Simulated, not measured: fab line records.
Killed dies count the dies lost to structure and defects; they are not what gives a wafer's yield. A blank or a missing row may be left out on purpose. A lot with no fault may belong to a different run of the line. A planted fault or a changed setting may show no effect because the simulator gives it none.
fab line records    flow n5_finfet
record: lots: 11  wafers: 30  last_day: 18
route steps=1938 shown BEOL_M2@919 BEOL_M3@933 BEOL_M4@1111 PASSIVATION@1936
lots untouched by any fault: they come from a run of this same line in which no faults occurred
start_h: hours from the record's opening day to when the first of the lot's shown wafers began    wait_h: how many hours have passed since the lot's step before this one    " repeats the value in the row above    L1.1+2: a row that stands for several wafers    - no value, or no start was given    * or withheld: withheld    < > ~ a bound
route shown NAME@n: a module of which the file shows steps, and the number in the route of the first    usual: average and standard deviation across the fault-free wafers    same: alike in all rows    chamber/n: place in a boat    sites: each site's reading    _std_site: standard deviation across them    _edge_site: mean of outer sites minus mean of inner sites    radius_mm: for every site, how far away it sits from the centre of the wafer    mask NAME#n: copy n    behind: the tool/chamber that last shaped the wafer    hold: cause of the lot's hold/its duration in hours/its outcome    device: names the non-switching transistor (n, p or np)    end of line: at the end of the route, the tests of the same wafers    for a step that has no rows: nothing shown but its recipe    killed: the dies lost at the first sort to structure and to defects; this is not the yield of the wafer    map: the dies of a wafer, with x for killed, . for not killed, _ for no die there
set.NAME: the run value of the setting; set.NAME@STEP: its run value at that earlier step    model.NAME: the simulator's own value behind a step, which no gauge read
the route's steps for a sample of lots (tables are steps, rows are wafers)
services: the hour from which a tool's chamber was out of use, counted from the record's first day as start_h (under 0 if before that day), plus the number of hours and why
== steps ==
step: N5_BEOL_M2_ANNEAL_95
recipe: temp_c: 400  time_s: 240  ambient: vacuum
usual: heater_power_w: 867/140
lot.wafer  tool            chamber  start_h  wait_h  heater_power_w
L699.1     pvd_sputter-01  -        145.46   0.0     836
L699.2     "               -        "        "       835
L699.3     "               -        "        "       697
L701.3     pvd_sputter-01  -        164.32   0.0     839
L701.4     "               -        "        "       715
L701.6     "               -        "        "       839
L704.3     pvd_sputter-02  -        172.94   0.0     1022
L704.4     "               -        "        "       1010
L704.6     "               -        "        "       702
L711.1     pvd_sputter-03  -        224.07   0.0     824
L711.2     "               -        "        "       744
L709.1     pvd_sputter-02  -        225.02   0.0     691
L709.6     "               -        "        "       900
L712.1     pvd_sputter-01  -        227.29   0.0     712
L712.6     "               -        "        "       831
L713.2     pvd_sputter-02  -        227.68   0.0     901
L713.5     "               -        "        "       1036
L713.6     "               -        "        "       675
L716.1     pvd_sputter-02  -        245.66   0.0     898
L716.3     "               -        "        "       1011
L716.4     "               -        "        "       1042
L717.2     pvd_sputter-01  -        253.85   0.0     814
L717.5     "               -        "        "       862
L717.6     "               -        "        "       815
L721.1     pvd_sputter-02  -        274.62   0.0     681
L721.2     "               -        "        "       1050
L721.4     "               -        "        "       915
L722.4     pvd_sputter-02  -        281.86   0.0     692
L722.5     "               -        "        "       998
L722.6     "               -        "        "       911
step: N5_BEOL_M2_DEP_57
recipe: material: SiCN  target_thk_a: 80  temp_c: withheld  precursor: 3MS/NH3  pressure_torr: 3  rf_w: 202  time_s: 14
usual: showerhead_plenum_p_Torr: 3.673/0.017  throttle_valve_pct: 9.0/0.52
lot.wafer  tool      chamber  start_h  wait_h  showerhead_plenum_p_Torr  throttle_valve_pct
L699.1     pecvd-02  2        146.85   0.0     3.661                     9.0
L699.2     "         1        "        "       3.675                     9.0
L699.3     "         0        "        "       3.674                     9.6
L701.3     pecvd-02  2        165.73   0.0     3.663                     8.9
L701.4     "         0        "        "       3.661                     9.7
L701.6     "         1        "        "       3.673                     8.8
L704.3     pecvd-04  2        174.58   0.0     3.670                     8.1
L704.4     "         1        "        "       3.707                     9.2
L704.6     "         2        "        "       3.658                     7.9
L711.1     pecvd-01  0        225.22   0.0     3.642                     9.0
L711.2     "         1        "        "       3.693                     9.9
L709.1     pecvd-01  0        226.16   0.0     3.649                     8.8
L709.6     "         0        "        "       3.649                     8.9
L712.1     pecvd-02  1        228.48   0.0     3.683                     8.6
L712.6     "         2        "        "       3.649                     9.1
L713.2     pecvd-01  1        228.81   0.0     3.689                     9.6
L713.5     "         0        "        "       3.657                     8.8
L713.6     "         1        "        "       3.691                     9.5
L716.1     pecvd-04  1        246.79   0.0     3.701                     9.0
L716.3     "         2        "        "       3.668                     8.0
L716.4     "         1        "        "       3.701                     9.1
L717.2     pecvd-04  0        254.97   0.0     3.664                     8.9
L717.5     "         0        "        "       3.659                     9.3
L717.6     "         2        "        "       3.661                     8.2
L721.1     pecvd-02  2        275.74   0.0     3.653                     8.9
L721.2     "         0        "        "       3.667                     9.9
L721.4     "         2        "        "       3.663                     8.8
L722.4     pecvd-04  0        283.01   0.0     3.665                     9.4
L722.5     "         2        "        "       3.661                     8.3
L722.6     "         1        "        "       3.697                     9.1
step: N5_BEOL_M3_PECVD_72
recipe: material: SiO2  target_thk_a: 160  temp_c: 400  precursor: TEOS/O2  pressure_torr: 5.5  rf_w: 450  teos_flow_sccm: 53.8  gas: O2  flow_sccm: 3000  time_s: 18
usual: heater_power_w: 662/80  showerhead_plenum_p_Torr: 8.81/0.08  throttle_valve_pct: 22.3/1.1
lot.wafer  tool      chamber  start_h  wait_h  heater_power_w  showerhead_plenum_p_Torr  throttle_valve_pct
L699.1     pecvd-03  2        147.10   0.0     573             8.76                      21.4
L699.2     "         0        "        "       679             8.87                      22.0
L699.3     "         1        "        "       677             8.70                      23.5
L701.3     pecvd-03  0        165.98   0.1     650             8.87                      22.1
L701.4     "         1        "        "       649             8.72                      23.4
L701.6     "         0        "        "       646             8.86                      22.1
L704.3     pecvd-04  1        174.81   0.0     711             8.96                      22.5
L704.4     "         1        "        "       705             8.98                      22.7
L704.6     "         0        "        "       777             8.76                      22.0
L711.1     pecvd-04  1        225.47   0.0     699             8.96                      22.5
L711.2     "         2        "        "       624             8.82                      19.9
L709.1     pecvd-01  0        226.41   0.0     725             8.74                      22.3
L709.6     "         0        "        "       766             8.72                      22.5
L712.1     pecvd-04  0        228.73   0.0     761             8.76                      22.3
L712.6     "         2        "        "       589             8.79                      20.2
L713.2     pecvd-04  2        229.06   0.0     524             8.79                      20.1
L713.5     "         2        "        "       523             8.79                      19.9
L713.6     "         1        "        "       685             8.97                      22.6
L716.1     pecvd-03  0        247.02   0.0     628             8.87                      22.6
L716.3     "         2        "        "       581             8.78                      21.7
L716.4     "         0        "        "       632             8.88                      22.2
L717.2     pecvd-03  0        255.21   0.0     739             8.88                      22.5
L717.5     "         0        "        "       746             8.86                      22.2
L717.6     "         1        "        "       661             8.70                      23.6
L721.1     pecvd-01  0        275.99   0.0     643             8.71                      22.5
L721.2     "         1        "        "       656             8.91                      23.8
L721.4     "         2        "        "       831             8.83                      20.5
L722.4     pecvd-04  2        283.27   0.1     535             8.80                      20.0
L722.5     "         0        "        "       634             8.75                      22.5
L722.6     "         1        "        "       576             8.98                      22.3
step: N5_BEOL_M3_COAT_61
recipe: resist: SOC  temp_c: 250  time_s: 60  spin_rpm: 1500  resist_thk_nm: 60
usual: heater_power_total_W: 500.4/1.8  run_length_s: 66.44/0.18
lot.wafer  tool            chamber  start_h  wait_h  heater_power_total_W  run_length_s
L699.1     litho_track-05  0        147.54   0.1     497.5                 66.49
L699.2     "               0        "        "       497.9                 66.76
L699.3     "               0        "        "       497.3                 66.50
L701.3     litho_track-05  0        168.16   0.1     500.2                 66.52
L701.4     "               0        "        "       501.2                 66.45
L701.6     "               0        "        "       501.7                 66.51
L704.3     litho_track-04  0        177.05   0.1     498.1                 66.29
L704.4     "               0        "        "       499.0                 66.39
L704.6     "               0        "        "       503.2                 66.37
L711.1     litho_track-05  0        225.71   0.1     607.0                 50.43
L711.2     "               0        "        "       501.5                 66.65
L709.1     litho_track-05  0        226.62   0.1     602.5                 50.38
L709.6     "               0        "        "       607.2                 50.28
L712.1     litho_track-05  0        228.92   0.1     602.3                 50.16
L712.6     "               0        "        "       608.8                 50.32
L713.2     litho_track-04  0        230.73   0.1     498.7                 66.32
L713.5     "               0        "        "       500.1                 66.49
L713.6     "               0        "        "       503.4                 66.40
L716.1     litho_track-04  0        247.88   0.1     500.4                 66.24
L716.3     "               0        "        "       497.4                 66.26
L716.4     "               0        "        "       502.3                 66.18
L717.2     litho_track-04  0        256.40   0.1     500.2                 66.30
L717.5     "               0        "        "       497.8                 66.32
L717.6     "               0        "        "       502.6                 66.27
L721.1     litho_track-03  0        276.95   0.1     501.3                 66.32
L721.2     "               0        "        "       503.2                 66.07
L721.4     "               0        "        "       502.1                 66.35
L722.4     litho_track-04  0        285.22   0.1     502.1                 66.18
L722.5     "               0        "        "       501.4                 66.17
L722.6     "               0        "        "       499.7                 66.32
step: N5_BEOL_M4_RC_MEAS_101
usual: DIBL_N: 36.9/1.7  DIBL_P: 36.7/2.1  IOFF_N: 0.17/0.032  IOFF_P: 0.22/0.036  ION_N: 674/12  ION_P: 461/7  SS_N: 71.7/0.6  SS_P: 73.4/0.67  VT_N: 249/3.1  VT_P: -250/3.2
lot.wafer  tool       chamber  start_h  wait_h  DIBL_N[mV/V]  DIBL_P[mV/V]  IOFF_N[nA/um]  IOFF_P[nA/um]  ION_N[uA/um]  ION_P[uA/um]  SS_N[mV/dec]  SS_P[mV/dec]  VT_N[mV]  VT_P[mV]
L699.1     prober-01  0        169.52   0.0     35.5          35.5          0.14           0.18           657           448           71.7          72.8          253       -254
L699.2     "          0        "        "       36.4          36.6          0.15           0.20           674           464           71.3          73.2          254       -251
L699.3     "          0        "        "       35.7          34.9          0.14           0.18           666           456           70.9          73.1          250       -251
L701.3     prober-02  0        186.05   0.3     35.1          33.9          0.13           0.15           653           449           70.7          73.5          251       -257
L701.4     "          0        "        "       37.2          36.8          0.17           0.19           682           455           71.6          73.1          251       -255
L701.6     "          0        "        "       37.5          35.1          0.17           0.16           677           451           71.5          73.5          248       -256
L704.3     prober-02  0        197.64   0.4     38.0          40.4          0.20           0.27           687           469           72.1          73.6          244       -246
L704.4     "          0        "        "       35.7          36.3          0.16           0.20           670           464           71.7          72.8          248       -251
L704.6     "          0        "        "       37.3          39.3          0.18           0.26           671           463           72.3          73.7          248       -248
L711.1     prober-01  0        240.87   0.0     37.7          38.5          0.19           0.26           688           475           72.3          73.5          248       -245
L711.2     "          0        "        "       34.9          36.7          0.14           0.21           677           466           70.8          73.7          253       -249
L709.1     prober-01  0        248.61   0.0     38.3          37.3          0.18           0.23           684           461           72.0          73.8          250       -252
L709.6     "          0        "        "       38.5          36.5          0.20           0.22           680           458           72.6          74.3          248       -250
L712.1     prober-02  0        249.66   0.0     34.9          35.1          0.13           0.16           673           455           70.6          73.0          251       -256
L712.6     "          0        "        "       36.9          37.2          0.17           0.19           686           459           71.6          74.1          250       -251
L713.2     prober-01  0        249.86   0.2     38.3          38.9          0.21           0.27           691           467           71.7          74.6          247       -247
L713.5     "          0        "        "       38.2          39.0          0.21           0.26           691           470           71.4          74.2          246       -248
L713.6     "          0        "        "       35.9          36.5          0.16           0.21           681           467           71.6          72.9          251       -250
L716.1     prober-02  0        270.93   0.0     38.5          38.0          0.19           0.24           676           466           71.9          73.7          248       -249
L716.3     "          0        "        "       35.0          34.8          0.13           0.20           654           458           71.2          72.8          252       -252
L716.4     "          0        "        "       32.8          32.0          0.11           0.16           660           455           70.6          72.6          253       -255
L717.2     prober-02  0        279.27   0.2     36.3          35.0          0.17           0.26           681           470           71.5          72.7          247       -245
L717.5     "          0        "        "       34.8          33.8          0.13           0.23           668           469           71.8          72.6          254       -245
L717.6     "          0        "        "       37.2          35.8          0.18           0.26           681           471           71.3          73.8          247       -245
L721.1     prober-02  0        295.20   0.0     37.5          38.7          0.20           0.28           681           473           72.4          74.4          244       -247
L721.2     "          0        "        "       38.9          40.3          0.23           0.30           696           471           72.0          74.2          245       -243
L721.4     "          0        "        "       35.0          35.1          0.14           0.22           660           468           71.2          73.2          251       -249
L722.4     prober-01  0        312.33   0.5     39.1          38.5          0.18           0.23           663           460           71.9          74.1          251       -249
L722.5     "          0        "        "       37.7          37.1          0.16           0.22           659           458           72.1          73.7          252       -248
L722.6     "          0        "        "       39.5          39.5          0.19           0.26           681           467           72.8          73.8          251       -247
step: N5_PASSIVATION_PROBE_49
usual: defect_limited_yield: 91.7/1.5  killed_at_M0_to_M3: 32/9.6  killed_at_M4_up: 13/5.3  killed_at_contacts: 12/6.8  killed_at_front_end: 36/9.8  killed_at_other: 4/3.1  killed_dies: 98/17  killed_open: 65/13  killed_short: 32/8.5  sort_bin_5_function: 4.9/0.93  sort_bin_6_memory: 3.2/0.67  sort_bin_8_speed: 0.00/0.02  sort_n_pass: 1082/17  sort_yield_pct: 91.7/1.4
same: gross_dies: 1180  killed_at_back_side: 0  sort_bin_4_leakage[%]: 0
lot.wafer  tool       chamber  start_h  wait_h  defect_limited_yield[%]  killed_at_M0_to_M3  killed_at_M4_up  killed_at_contacts  killed_at_front_end  killed_at_other  killed_dies  killed_open  killed_short  sort_bin_5_function[%]  sort_bin_6_memory[%]  sort_bin_8_speed[%]  sort_n_pass  sort_yield_pct[%]
L699.1     prober-01  -        272.12   0.0     92.8                     33                  10               14                  28                   0                85           63           21            4.7                     2.4                   0                    1095         92.8
L699.2     prober-01  -        272.17   0.1     91.0                     34                  6                27                  37                   2                106          71           34            4.6                     4.4                   0                    1074         91.0
L699.3     prober-01  -        272.22   0.1     91.3                     42                  7                15                  37                   2                103          64           38            5.3                     3.1                   0                    1077         91.3
L701.3     prober-02  -        280.44   0.1     90.9                     22                  14               12                  56                   3                107          72           31            5.2                     3.6                   0                    1073         90.9
L701.4     prober-02  -        280.49   0.2     90.7                     37                  17               11                  39                   6                110          65           45            5.6                     3.4                   0                    1070         90.7
L701.6     prober-02  -        280.59   0.3     91.3                     40                  8                9                   40                   6                103          56           45            5.7                     2.6                   0                    1077         91.3
L704.3     prober-01  -        294.73   0.1     93.6                     29                  15               16                  13                   3                76           56           18            3.5                     2.8                   0                    1104         93.6
L704.4     prober-01  -        294.78   0.2     92.7                     32                  10               12                  28                   4                86           53           32            4.6                     2.5                   0                    1094         92.7
L704.6     prober-01  -        294.88   0.3     91.4                     36                  10               6                   44                   5                101          78           23            5.0                     3.5                   0                    1079         91.4
L713.2     prober-01  -        346.18   0.1     91.6                     30                  18               8                   37                   6                99           63           33            5.3                     2.8                   0                    1081         91.6
L713.5     prober-01  -        346.33   0.2     93.0                     22                  19               5                   34                   3                83           53           30            3.6                     2.9                   0                    1097         93.0
L713.6     prober-01  -        346.38   0.3     92.5                     25                  10               11                  34                   8                88           52           35            4.3                     2.9                   0                    1092         92.5
L712.1     prober-02  -        351.38   0.0     90.2                     38                  29               14                  35                   0                116          76           33            6.1                     2.9                   0                    1064         90.2
L712.6     prober-02  -        351.63   0.3     94.3                     24                  15               1                   22                   5                67           48           17            3.6                     2.0                   0                    1113         94.3
L709.1     prober-02  -        359.15   0.0     92.2                     36                  6                6                   38                   6                92           52           38            3.7                     3.6                   0                    1088         92.2
L709.6     prober-02  -        359.40   0.3     90.7                     31                  17               15                  40                   7                110          68           36            5.3                     3.3                   0                    1070         90.7
L711.1     prober-02  -        361.30   1.2     90.7                     39                  13               11                  44                   3                110          75           32            5.8                     3.4                   0.08                 1070         90.7
L711.2     prober-02  -        361.35   1.3     92.4                     26                  8                9                   45                   2                90           60           30            4.2                     3.3                   0                    1090         92.4
L716.1     prober-01  -        374.44   0.0     93.9                     22                  9                3                   34                   4                72           49           20            3.8                     2.2                   0                    1108         93.9
L716.3     prober-01  -        374.54   0.1     92.9                     30                  20               5                   28                   1                84           55           27            4.7                     2.2                   0                    1096         92.9
L716.4     prober-01  -        374.59   0.2     93.4                     18                  10               15                  33                   2                78           49           26            3.7                     2.6                   0                    1102         93.4
L717.2     prober-01  -        386.76   0.1     91.1                     15                  9                33                  45                   3                105          63           40            5.5                     3.0                   0                    1075         91.1
L717.5     prober-01  -        386.91   0.2     90.8                     18                  12               21                  54                   4                109          78           26            5.0                     4.2                   0                    1071         90.8
L717.6     prober-01  -        386.96   0.3     93.7                     17                  7                11                  34                   5                74           49           21            3.5                     2.7                   0                    1106         93.7
L721.1     prober-02  -        395.78   0.0     90.9                     40                  16               12                  31                   8                107          73           34            5.2                     3.6                   0                    1073         90.9
L721.2     prober-02  -        395.83   0.1     89.1                     45                  15               14                  46                   9                129          84           45            6.9                     3.6                   0                    1051         89.1
L721.4     prober-02  -        395.93   0.2     88.1                     40                  19               19                  52                   10               140          85           55            7.3                     4.1                   0                    1040         88.1
L722.4     prober-02  -        422.61   0.2     92.2                     28                  8                17                  39                   0                92           63           23            4.6                     2.7                   0                    1088         92.2
L722.5     prober-02  -        422.66   0.2     92.5                     29                  6                12                  41                   0                88           57           27            3.9                     3.1                   0                    1092         92.5
L722.6     prober-02  -        422.71   0.3     90.1                     20                  18               10                  65                   4                117          82           35            5.1                     4.4                   0                    1063         90.1
killed by level:class
L699.1 BEOL_M0_SAQP:geometric_particle:open=14 STI_FIN_REVEAL:geometric_particle:open=12 MOL_CONTACT_COAG:geometric_particle:open=12 BEOL_M0_SAQP:geometric_particle:short=8 FIN_SAQP:geometric_particle:short=5 BEOL_M3:geometric_particle:open=5 FIN_SAQP:geometric_particle:open=4 BEOL_M1:geometric_particle:open=3
L699.2 MOL_CONTACT_COAG:geometric_particle:open=21 BEOL_M0_SAQP:geometric_particle:open=10 STI_FIN_REVEAL:geometric_particle:open=9 GATE_CUT:geometric_particle:short=7 BEOL_M3:geometric_particle:open=7 MOL_CONTACT_COAG:geometric_particle:short=6 DUMMY_GATE:geometric_particle:open=4 BEOL_M0_SAQP:geometric_particle:short=4
L699.3 BEOL_M0_SAQP:geometric_particle:short=15 MOL_CONTACT_COAG:geometric_particle:open=13 BEOL_M0_SAQP:geometric_particle:open=11 FIN_SAQP:geometric_particle:short=8 STI_FIN_REVEAL:geometric_particle:open=7 DUMMY_GATE:geometric_particle:open=7 FIN_SAQP:geometric_particle:open=6 BEOL_M3:geometric_particle:open=6
L701.3 FIN_SAQP:geometric_particle:short=10 STI_FIN_REVEAL:geometric_particle:open=9 MOL_CONTACT_COAG:geometric_particle:open=8 FIN_SAQP:geometric_particle:open=6 BEOL_M4:geometric_particle:open=6 DUMMY_GATE:geometric_particle:open=5 GATE_CUT:geometric_particle:short=5 BEOL_M3:geometric_particle:open=5
L701.4 BEOL_M3:geometric_particle:open=15 BEOL_M0_SAQP:geometric_particle:short=9 FIN_SAQP:geometric_particle:short=8 MOL_CONTACT_COAG:geometric_particle:open=8 BEOL_M5:geometric_particle:open=7 FIN_SAQP:geometric_particle:open=6 DUMMY_GATE:geometric_particle:open=5 BEOL_M0_SAQP:geometric_particle:open=5
L701.6 FIN_SAQP:geometric_particle:short=14 BEOL_M0_SAQP:geometric_particle:open=11 BEOL_M0_SAQP:geometric_particle:short=11 GATE_CUT:geometric_particle:short=7 MOL_CONTACT_COAG:geometric_particle:open=7 GATE_CUT:geometric_particle:open=6 BEOL_M3:geometric_particle:open=6 STI_FIN_REVEAL:geometric_particle:open=5
L704.3 MOL_CONTACT_COAG:geometric_particle:open=14 BEOL_M0_SAQP:geometric_particle:short=9 BEOL_M4:geometric_particle:open=7 BEOL_M0_SAQP:geometric_particle:open=6 BEOL_M2:geometric_particle:open=5 BEOL_M1:geometric_particle:open=4 BEOL_M3:geometric_particle:open=4 GATE_CUT:geometric_particle:short=3
L704.4 BEOL_M0_SAQP:geometric_particle:short=9 STI_FIN_REVEAL:geometric_particle:open=8 MOL_CONTACT_COAG:geometric_particle:short=8 BEOL_M2:geometric_particle:open=8 BEOL_M0_SAQP:geometric_particle:open=6 DUMMY_GATE:geometric_particle:open=5 MOL_CONTACT_COAG:geometric_particle:open=4 BEOL_M1:geometric_particle:open=4
L704.6 STI_FIN_REVEAL:geometric_particle:open=20 BEOL_M2:geometric_particle:open=11 BEOL_M0_SAQP:geometric_particle:open=7 FIN_SAQP:geometric_particle:open=5 MOL_CONTACT_COAG:geometric_particle:open=5 BEOL_M0_SAQP:geometric_particle:short=4 BEOL_M1:geometric_particle:open=4 BEOL_M3:geometric_particle:open=4
L713.2 STI_FIN_REVEAL:geometric_particle:open=18 BEOL_M0_SAQP:geometric_particle:short=12 FIN_SAQP:geometric_particle:short=8 MOL_CONTACT_COAG:geometric_particle:open=6 BEOL_M0_SAQP:geometric_particle:open=5 BEOL_M2:geometric_particle:open=5 FIN_SAQP:geometric_particle:open=4 BEOL_M3:geometric_particle:open=4
L713.5 STI_FIN_REVEAL:geometric_particle:open=10 BEOL_M4:geometric_particle:open=8 FIN_SAQP:geometric_particle:short=6 BEOL_M1:geometric_particle:open=6 BEOL_M2:geometric_particle:open=6 MOL_CONTACT_COAG:geometric_particle:open=5 FIN_SAQP:geometric_particle:open=4 BEOL_M0_SAQP:geometric_particle:short=4
L713.6 MOL_CONTACT_COAG:geometric_particle:open=8 FIN_SAQP:geometric_particle:open=7 BEOL_M0_SAQP:geometric_particle:open=7 BEOL_M1:geometric_particle:short=6 FIN_SAQP:geometric_particle:short=5 STI_FIN_REVEAL:geometric_particle:open=5 BEOL_M0_SAQP:geometric_particle:short=5 STARTING-WAFER:geometric_particle:open=4
L712.1 BEOL_M4:geometric_particle:open=16 MOL_CONTACT_COAG:geometric_particle:open=12 BEOL_M3:geometric_particle:open=10 FIN_SAQP:geometric_particle:open=7 BEOL_M0_SAQP:geometric_particle:short=6 BEOL_M1:geometric_particle:open=5 BEOL_M2:geometric_particle:open=5 HKMG_FIN:area_etch=5
L712.6 BEOL_M3:geometric_particle:open=6 BEOL_M0_SAQP:geometric_particle:open=5 FIN_SAQP:geometric_particle:open=4 GATE_CUT:geometric_particle:short=4 BEOL_M0:geometric_particle:open=4 BEOL_M2:geometric_particle:open=4 BEOL_M4:geometric_particle:open=4 FIN_SAQP:geometric_particle:short=3
L709.1 BEOL_M0_SAQP:geometric_particle:open=13 FIN_SAQP:geometric_particle:short=9 BEOL_M0_SAQP:geometric_particle:short=9 FIN_SAQP:geometric_particle:open=7 STI_FIN_REVEAL:geometric_particle:open=7 GATE_CUT:geometric_particle:short=7 MOL_CONTACT_COAG:geometric_particle:open=6 BEOL_M0:geometric_particle:open=4
L709.6 MOL_CONTACT_COAG:geometric_particle:open=13 BEOL_M2:geometric_particle:open=10 BEOL_M4:geometric_particle:open=10 GATE_CUT:geometric_particle:short=8 GATE_CUT:geometric_particle:open=7 HKMG_FIN:area_etch=6 BEOL_M0:geometric_particle:open=5 BEOL_M0_SAQP:geometric_particle:short=4
L711.1 STI_FIN_REVEAL:geometric_particle:open=11 MOL_CONTACT_COAG:geometric_particle:open=11 BEOL_M0_SAQP:geometric_particle:open=8 BEOL_M1:geometric_particle:open=8 FIN_SAQP:geometric_particle:open=7 FIN_SAQP:geometric_particle:short=6 BEOL_M2:geometric_particle:open=6 BEOL_M4:geometric_particle:open=5
L711.2 STI_FIN_REVEAL:geometric_particle:open=12 FIN_SAQP:geometric_particle:open=9 FIN_SAQP:geometric_particle:short=8 BEOL_M0_SAQP:geometric_particle:open=8 MOL_CONTACT_COAG:geometric_particle:open=7 BEOL_M0_SAQP:geometric_particle:short=7 BEOL_M3:geometric_particle:open=5 GATE_CUT:geometric_particle:short=4
L716.1 FIN_SAQP:geometric_particle:open=6 BEOL_M3:geometric_particle:open=6 STI_FIN_REVEAL:geometric_particle:open=6 GATE_CUT:geometric_particle:short=5 BEOL_M1:geometric_particle:open=5 BEOL_M4:geometric_particle:open=5 BEOL_M3:geometric_particle:short=4 STARTING-WAFER:geometric_particle:open=4
L716.3 STI_FIN_REVEAL:geometric_particle:open=10 BEOL_M4:geometric_particle:open=9 BEOL_M0:geometric_particle:short=8 BEOL_M1:geometric_particle:open=6 BEOL_M5:geometric_particle:open=6 MOL_CONTACT_COAG:geometric_particle:open=5 FIN_SAQP:geometric_particle:short=5 BEOL_M0_SAQP:geometric_particle:open=4
L716.4 FIN_SAQP:geometric_particle:short=11 MOL_CONTACT_COAG:geometric_particle:open=11 STI_FIN_REVEAL:geometric_particle:open=7 BEOL_M1:geometric_particle:open=7 ILD0:geometric_particle:open=4 MOL_CONTACT_COAG:geometric_particle:short=4 BEOL_M0_SAQP:geometric_particle:short=3 BEOL_M3:geometric_particle:open=3
L717.2 MOL_CONTACT_COAG:geometric_particle:open=26 STI_FIN_REVEAL:geometric_particle:open=11 FIN_SAQP:geometric_particle:short=7 MOL_CONTACT_COAG:geometric_particle:short=7 BEOL_M4:geometric_particle:open=6 BEOL_M0_SAQP:geometric_particle:open=5 BEOL_M0_SAQP:geometric_particle:short=5 FIN_SAQP:geometric_particle:open=4
L717.5 STI_FIN_REVEAL:geometric_particle:open=22 MOL_CONTACT_COAG:geometric_particle:open=17 GATE_CUT:geometric_particle:short=9 STI_FIN_REVEAL:geometric_particle:short=7 BEOL_M4:geometric_particle:open=6 BEOL_M2:geometric_particle:open=5 BEOL_M3:geometric_particle:open=4 BEOL_M1:geometric_particle:open=4
L717.6 STI_FIN_REVEAL:geometric_particle:open=11 MOL_CONTACT_COAG:geometric_particle:open=8 BEOL_M3:geometric_particle:open=5 BEOL_M4:geometric_particle:open=4 GATE_CUT:geometric_particle:open=3 BEOL_M1:geometric_particle:open=3 STARTING-WAFER:geometric_particle:short=3 STI_FIN_REVEAL:geometric_particle:short=2
L721.1 BEOL_M0_SAQP:geometric_particle:short=12 MOL_CONTACT_COAG:geometric_particle:open=11 BEOL_M0_SAQP:geometric_particle:open=10 FIN_SAQP:geometric_particle:open=7 BEOL_M3:geometric_particle:open=5 BEOL_M4:geometric_particle:open=5 STI_FIN_REVEAL:geometric_particle:open=4 STARTING-WAFER:geometric_particle:open=4
L721.2 MOL_CONTACT_COAG:geometric_particle:open=13 FIN_SAQP:geometric_particle:short=12 BEOL_M0_SAQP:geometric_particle:open=11 BEOL_M3:geometric_particle:open=10 FIN_SAQP:geometric_particle:open=8 BEOL_M0_SAQP:geometric_particle:short=8 BEOL_M1:geometric_particle:open=5 BEOL_M2:geometric_particle:open=5
L721.4 FIN_SAQP:geometric_particle:open=16 MOL_CONTACT_COAG:geometric_particle:open=16 FIN_SAQP:geometric_particle:short=14 BEOL_M0_SAQP:geometric_particle:short=11 BEOL_M3:geometric_particle:open=10 BEOL_M0_SAQP:geometric_particle:open=9 BEOL_M4:geometric_particle:open=6 BEOL_M4:geometric_particle:short=5
L722.4 MOL_CONTACT_COAG:geometric_particle:open=15 FIN_SAQP:geometric_particle:open=11 BEOL_M1:geometric_particle:open=8 BEOL_M2:geometric_particle:open=8 FIN_SAQP:geometric_particle:short=6 GATE_CUT:geometric_particle:short=5 GATE_CUT:geometric_particle:open=4 BEOL_M0:geometric_particle:open=4
L722.5 MOL_CONTACT_COAG:geometric_particle:open=12 FIN_SAQP:geometric_particle:short=9 BEOL_M2:geometric_particle:open=7 DUMMY_GATE:geometric_particle:open=6 BEOL_M0_SAQP:geometric_particle:open=5 FIN_SAQP:geometric_particle:open=4 STI_FIN_REVEAL:geometric_particle:open=4 BEOL_M0_SAQP:geometric_particle:short=4
L722.6 STI_FIN_REVEAL:geometric_particle:open=12 FIN_SAQP:geometric_particle:open=8 FIN_SAQP:geometric_particle:short=8 MOL_CONTACT_COAG:geometric_particle:open=8 GATE_CUT:geometric_particle:short=7 BEOL_M2:geometric_particle:open=7 BEOL_M4:geometric_particle:open=7 ILD0:geometric_particle:open=6
== services ==
tool            chamber  start_h  hours  kind
pvd_sputter-03  -        124.48   12.1   repair
pvd_sputter-01  -        129.67   3.7    repair
pecvd-03        1        140.56   5.5    scheduled_down
pvd_sputter-03  -        150.18   7.7    repair
pecvd-01        1        151.00   6.7    repair
pecvd-03        2        164.62   5.5    scheduled_down
pecvd-01        2        209.43   19.8   repair
pecvd-03        2        211.82   5.0    scheduled_down
pecvd-01        2        229.28   -      clean
pecvd-01        2        229.28   -      consumable_replace:showerhead
pecvd-01        2        229.28   29.0   scheduled_down
pecvd-01        2        229.28   29.0   vent_cycle
pecvd-01        -        229.78   28.1   pm
pecvd-01        0        265.44   4.3    repair
pecvd-03        0        271.09   16.5   scheduled_down
== key ==
first_sign: step: N5_BEOL_M3_COAT_61  reading: run_length_s  direction: down  sigmas: 89  usual: *  struck: *
effect: step: N5_BEOL_M3_COAT_61  reading: heater_power_total_W  direction: up  sigmas: 58  usual: *  struck: *
met_at N5_BEOL_M3_COAT_61
struck_lots L709,L711,L712
struck_wafers L709.1,L709.6,L711.1,L712.1,L712.6
not_acting_at N5_BEOL_M2_ANNEAL_95,N5_BEOL_M2_DEP_57,N5_BEOL_M3_PECVD_72
onset_between 168.16 225.71
fault: kind: process_parameter_drift  tool: litho_track-05  chamber: -  onset_h: 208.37  steps: N5_BEOL_M3_COAT_61  channel: time_s  offset: *  shape: step  end_h: 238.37  scope: struck_wafers_only  acts_in: *  stated: *
